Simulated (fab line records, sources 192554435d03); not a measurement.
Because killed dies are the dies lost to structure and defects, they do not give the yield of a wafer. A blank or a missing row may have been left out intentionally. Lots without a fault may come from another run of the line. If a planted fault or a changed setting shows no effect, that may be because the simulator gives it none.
Matching of chambers || flow n5-finfet || 4 sister chambers for N5_MIM_TOP_ALD_00 on ald-hk-03
The step deposits Al2O3, purge time 3 s, co reactant pulse time 3 s. 8 wafers are shown with their chamber, then 8 later ones without.

## WAFERS WITH THEIR CHAMBER
{"wafer": "L080.3", "chamber": 3, "precursor-pulse-height-rel": 1.005}
{"wafer": "L080.6", "chamber": 0, "precursor-pulse-height-rel": 1.016}
{"wafer": "L087.5", "chamber": 2, "precursor-pulse-height-rel": 1.010}
{"wafer": "L087.6", "chamber": 1, "precursor-pulse-height-rel": 1.003}
{"wafer": "L090.4", "chamber": 0, "precursor-pulse-height-rel": 1.018}
{"wafer": "L090.5", "chamber": 2, "precursor-pulse-height-rel": 0.991}
{"wafer": "L090.6", "chamber": 3, "precursor-pulse-height-rel": 1.008}
{"wafer": "L091.1", "chamber": 1, "precursor-pulse-height-rel": 0.992}

## WAFERS WITHOUT THEIR CHAMBER
{"wafer": "L091.4", "precursor-pulse-height-rel": 1.001}
{"wafer": "L091.5", "precursor-pulse-height-rel": 1.010}
{"wafer": "L093.1", "precursor-pulse-height-rel": 1.000}
{"wafer": "L093.3", "precursor-pulse-height-rel": 0.985}
{"wafer": "L093.4", "precursor-pulse-height-rel": 0.977}
{"wafer": "L097.3", "precursor-pulse-height-rel": 1.021}
{"wafer": "L097.4", "precursor-pulse-height-rel": 1.017}
{"wafer": "L097.6", "precursor-pulse-height-rel": 1.008}

## CHAMBER TAKEN BY EACH
{"wafer": "L091.4", "from the rows above": "can't be placed: 2 or 1 or 3 or 0", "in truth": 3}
{"wafer": "L091.5", "from the rows above": "can't be placed: 3 or 0 or 2 or 1", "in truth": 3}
{"wafer": "L093.1", "from the rows above": "can't be placed: 2 or 1 or 3", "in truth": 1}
{"wafer": "L093.3", "from the rows above": "can't be placed: 1 or 2 or 3", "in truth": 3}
{"wafer": "L093.4", "from the rows above": "can't be placed: 1 or 2 or 3", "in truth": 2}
{"wafer": "L097.3", "from the rows above": "can't be placed: 0 or 3", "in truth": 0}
{"wafer": "L097.4", "from the rows above": "can't be placed: 0 or 3", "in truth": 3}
{"wafer": "L097.6", "from the rows above": "can't be placed: 3 or 2 or 0 or 1", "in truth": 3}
Correctly placed: 0 of 8. Unplaceable from these rows: 8, with the true chamber sitting among the candidates in 8. 0 placed wrongly.
How it was worked out, from the rows above alone: a wafer's distance from a chamber is the root of the sum, over the readings, of the square of ((its reading less the chamber's mean) divided by the reading's scatter). The wafer belongs to the nearest chamber; if the next one is less than 2 further off, it can't be placed. The mean given for a chamber averages the wafers shown for that chamber. The scatter is the square root of a quotient: the sum, over the shown wafers, of each reading's squared deviation from its chamber's mean, divided by wafers minus chambers.
